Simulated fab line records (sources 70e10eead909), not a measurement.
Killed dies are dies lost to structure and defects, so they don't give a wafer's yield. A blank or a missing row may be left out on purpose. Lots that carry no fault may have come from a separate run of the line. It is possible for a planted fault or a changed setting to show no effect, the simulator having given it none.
Which tool is to blame? | flow nand-harc | 72 wafers from 24 lots sampled at 2 of the route's 1159 steps

WHAT THE GAUGES READ, wafer by wafer
NHARC_P_M1_THK_MEAS_24: measures by xrf. Usual: 157.3 nm for thk-nm, sd 1.6.
lot  | measured     | on            | thk-nm (nm)       | flag
L075 | day 6 06:10  | film-metro-01 | 158.6 160.1 153.9 |
L074 | day 6 06:39  | film-metro-02 | 156.4 157.3 157.0 |
L076 | day 6 16:24  | film-metro-01 | 154.2 156.4 155.7 |
L077 | day 6 17:23  | film-metro-02 | 159.4 156.5 158.3 |
L078 | day 7 03:16  | film-metro-01 | 158.2 160.1 156.2 |
L079 | day 7 09:17  | film-metro-02 | 155.3 154.4 157.2 |
L080 | day 7 15:13  | film-metro-01 | 157.4 159.2 158.4 |
L081 | day 7 18:26  | film-metro-01 | 156.6 158.6 155.6 |
L082 | day 8 03:20  | film-metro-01 | 154.8 156.7 158.1 |
L083 | day 8 07:03  | film-metro-01 | 158.5 157.0 160.9 |
L084 | day 9 00:41  | film-metro-01 | 156.4 157.7 156.8 |
L087 | day 9 04:06  | film-metro-01 | 157.9 157.4 157.4 |
L085 | day 9 05:13  | film-metro-02 | 159.4 157.5 160.7 |
L086 | day 9 11:05  | film-metro-02 | 156.5 158.1 159.5 |
L088 | day 9 12:53  | film-metro-02 | 156.9 157.9 157.1 |
L089 | day 9 19:55  | film-metro-02 | 157.5 155.8 157.1 |
L090 | day 10 07:49 | film-metro-01 | 155.8 156.7 157.4 |
L091 | day 10 11:40 | film-metro-02 | 157.8 157.2 158.9 |
L092 | day 10 14:08 | film-metro-01 | 156.4 154.9 156.5 |
L093 | day 10 17:40 | film-metro-02 | 160.0 158.7 159.6 |
L094 | day 11 02:17 | film-metro-02 | 155.0 155.9 158.4 |
L095 | day 11 02:46 | film-metro-01 | 158.2 158.3 155.7 |
L096 | day 11 16:14 | film-metro-01 | 158.8 154.9 155.3 |
L097 | day 12 02:10 | film-metro-01 | 158.7 156.6 155.3 |

EACH LOT AND THE TOOL THAT RAN IT (in order: tool; ch and the chambers of the sampled wafers; start)
lot  | NHARC_P_CONTACT_CMP_01
L075 | cmp-03 ch 0,1,3, day 5 15:59
L074 | cmp-01 ch 0,1,2, day 5 16:20
L076 | cmp-03 ch 1,2,3, day 6 04:31
L077 | cmp-01 ch 0,1,3, day 6 05:10
L078 | cmp-01 ch 1,3, day 6 12:44
L079 | cmp-02 ch 0,3, day 6 17:56
L080 | cmp-02 ch 0,2,3, day 7 03:05
L081 | cmp-02 ch 0,2,3, day 7 04:53
L082 | cmp-02 ch 0,1,2, day 7 12:40
L083 | cmp-03 ch 1,3, day 7 19:18
L084 | cmp-01 ch 1,2, day 8 03:23
L087 | cmp-02 ch 0,2,3, day 8 15:20
L085 | cmp-02 ch 2,3, day 8 16:52
L086 | cmp-02 ch 1,3, day 8 19:52
L088 | cmp-01 ch 2,3, day 8 23:46
L089 | cmp-02 ch 1,2,3, day 9 07:48
L090 | cmp-01 ch 0,2,3, day 9 12:42
L091 | cmp-03 ch 0,1,2, day 9 23:41
L092 | cmp-01 ch 1,2, day 10 01:19
L093 | cmp-01 ch 0,1,3, day 10 05:49
L094 | cmp-03 ch 0,2, day 10 11:37
L095 | cmp-03 ch 0,1, day 10 12:24
L096 | cmp-03 ch 0,1,3, day 11 04:24
L097 | cmp-02 ch 0,1,2, day 11 11:05
- NHARC_P_CONTACT_CMP_01: polishes SiO2, target thk 200 nm.

AS READ BY THE TOOLS THEMSELVES (means over the sampled wafers that have a number; for cases with no such wafer, the mark the record gives instead)
NHARC_P_CONTACT_CMP_01. Usual: 12.3 A for motor-current-A, sd 1.5.
lot  | tool   | motor-current-A (A) | flag
L075 | cmp-03 | 12.6                |
L074 | cmp-01 | 11.2                |
L076 | cmp-03 | 13.6                |
L077 | cmp-01 | 11.8                |
L078 | cmp-01 | 12.5                |
L079 | cmp-02 | 11.9                |
L080 | cmp-02 | 12.1                |
L081 | cmp-02 | 12.0                |
L082 | cmp-02 | 13.0                |
L083 | cmp-03 | 12.5                |
L084 | cmp-01 | 11.8                |
L087 | cmp-02 | 11.9                |
L085 | cmp-02 | 10.7                |
L086 | cmp-02 | 11.7                |
L088 | cmp-01 | 12.4                |
L089 | cmp-02 | 12.1                |
L090 | cmp-01 | 11.5                |
L091 | cmp-03 | 13.2                |
L092 | cmp-01 | 12.6                |
L093 | cmp-01 | 11.1                |
L094 | cmp-03 | 14.2                |
L095 | cmp-03 | 12.8                |
L096 | cmp-03 | 12.9                |
L097 | cmp-02 | 13.2                |

THE ANSWER, worked out from the rows above alone
Rule: a lot counts as off when the mean over its wafers that have a number is more than 3 standard deviations away from the usual mean. A lot without any number at a reading at which 4 lots or more have one is off too. Any other lot the step has rows for is counted as sound. After the gauges, taken in route order, come the tools' own readings; for these a lot's mean is taken, as printed above. At the first step where some lot is off, the reading lying furthest off is the one used; lots without a number count as furthest.
Across all readings shown, no lot is off: no conclusion can be drawn from this.

WHAT THE SIMULATOR HAD PUT IN
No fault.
